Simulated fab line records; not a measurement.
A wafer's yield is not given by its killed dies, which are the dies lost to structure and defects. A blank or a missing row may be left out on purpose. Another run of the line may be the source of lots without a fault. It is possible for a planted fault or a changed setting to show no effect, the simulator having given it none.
Matching of chambers	flow n5 finfet	4 sister chambers for N5_BEOL_M0_CMP_120 on cmp-04
The step polishes, stops on SiOC, t overpolish 6.9 s. 7 wafers are shown with their chamber, then 7 later ones without.

EACH WAFER AND ITS CHAMBER
wafer	chamber	motor current A (A)	platen rpm (rpm)
L077.3	2	6.6	50.06
L078.3	1	6.9	50.01
L083.4	0	5.2	50.02
L090.1	3	6.2	50.04
L090.2	0	5.1	49.97
L091.2	1	7.0	49.97
L091.3	3	6.2	50.00

WAFERS MISSING THEIR CHAMBER
wafer	motor current A (A)	platen rpm (rpm)
L091.4	6.6	50.02
L092.2	7.0	50.03
L094.1	7.2	50.01
L094.4	6.7	50.06
L095.1	5.2	50.02
L095.3	7.0	50.02
L095.4	6.2	49.99

EACH ONE'S CHAMBER
wafer	from the rows above	in truth
L091.4	2	2
L092.2	1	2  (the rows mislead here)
L094.1	1	1
L094.4	2	2
L095.1	0	0
L095.3	1	1
L095.4	3	3
Placed correctly: 6 of 7. Left unplaced by these rows: 0. Wrongly placed: 1.
How it was worked out, from the rows above alone: a wafer's distance from a chamber is the root of the sum, over the readings, of the square of ((its reading less the chamber's mean) divided by the reading's scatter). If the next closest chamber is less than 2 further off than the closest, the wafer can't be placed; otherwise it belongs to the closest. A chamber's mean is the mean of its shown wafers. The scatter: the root of (the sum of the squares of (reading less its chamber's mean) over the shown wafers, divided by (wafers less chambers)).
